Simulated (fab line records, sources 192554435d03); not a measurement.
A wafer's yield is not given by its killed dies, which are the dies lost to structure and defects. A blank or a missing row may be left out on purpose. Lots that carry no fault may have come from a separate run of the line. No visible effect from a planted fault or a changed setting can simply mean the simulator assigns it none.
Chamber matching ; flow n5_finfet ; 4 sister chambers for N5_BEOL_M2_DESCUM_33 on rie_diel-01
The step chemistry O2, time 7 s. 14 wafers are shown with their chamber, then 7 later ones without.

== WAFERS WITH THEIR CHAMBER ==
wafer;chamber;throttle_valve_pct (%);drypump_motor_current_A (A);oes_product_au (a.u.)
L074.2;0;20.13;5.3;0.85
L074.3;3;20.60;5.6;0.84
L074.5;0;20.13;5.2;0.85
L076.3;0;20.12;5.3;0.84
L076.4;3;20.57;5.5;0.83
L076.6;0;20.16;5.2;0.85
L079.1;1;20.87;6.0;0.87
L079.4;2;20.40;6.3;0.89
L079.6;0;20.15;5.3;0.83
L081.1;1;20.87;6.0;0.86
L081.2;3;20.60;5.5;0.81
L081.3;0;20.17;5.2;0.82
L082.2;1;20.88;6.0;0.85
L082.4;2;20.40;6.3;0.86

SIGNATURES, as means of the wafers listed above
reading;chamber 0;chamber 1;chamber 2;chamber 3;scatter within a chamber
throttle_valve_pct;20.1433;20.8733;20.4000;20.5900;0.0161
drypump_motor_current_A;5.250;6.000;6.300;5.533;0.0465
oes_product_au;0.8400;0.8600;0.8750;0.8267;0.0138
Rule: for each reading, subtract the chamber's mean from the wafer's reading, divide by that reading's scatter and square the result; add these up over the readings and take the root, which gives the wafer's distance from the chamber. If the next closest chamber is less than 2 further off than the closest, the wafer can't be placed; otherwise it belongs to the closest. How the scatter is found: for the shown wafers, subtract from each reading the mean of its chamber, square and add these, divide the total by (wafers less chambers), then take the root.

== WAFERS MISSING THEIR CHAMBER ==
wafer;throttle_valve_pct (%);drypump_motor_current_A (A);oes_product_au (a.u.)
L082.6;20.60;5.5;0.81
L089.4;20.63;5.5;0.80
L089.5;20.63;5.5;0.80
L089.6;20.19;5.2;0.82
L094.2;20.20;5.2;0.80
L094.4;20.92;6.0;0.84
L094.5;20.64;5.5;0.78

== WHICH CHAMBER EACH ONE RAN IN ==
wafer;from the rows above;in truth
L082.6;3;3
L089.4;3;3
L089.5;3;3
L089.6;0;0
L094.2;0;0
L094.4;1;1
L094.5;3;3
7 of 7 placed correctly. Can't be placed from these rows: 0. Wrongly placed: 0.
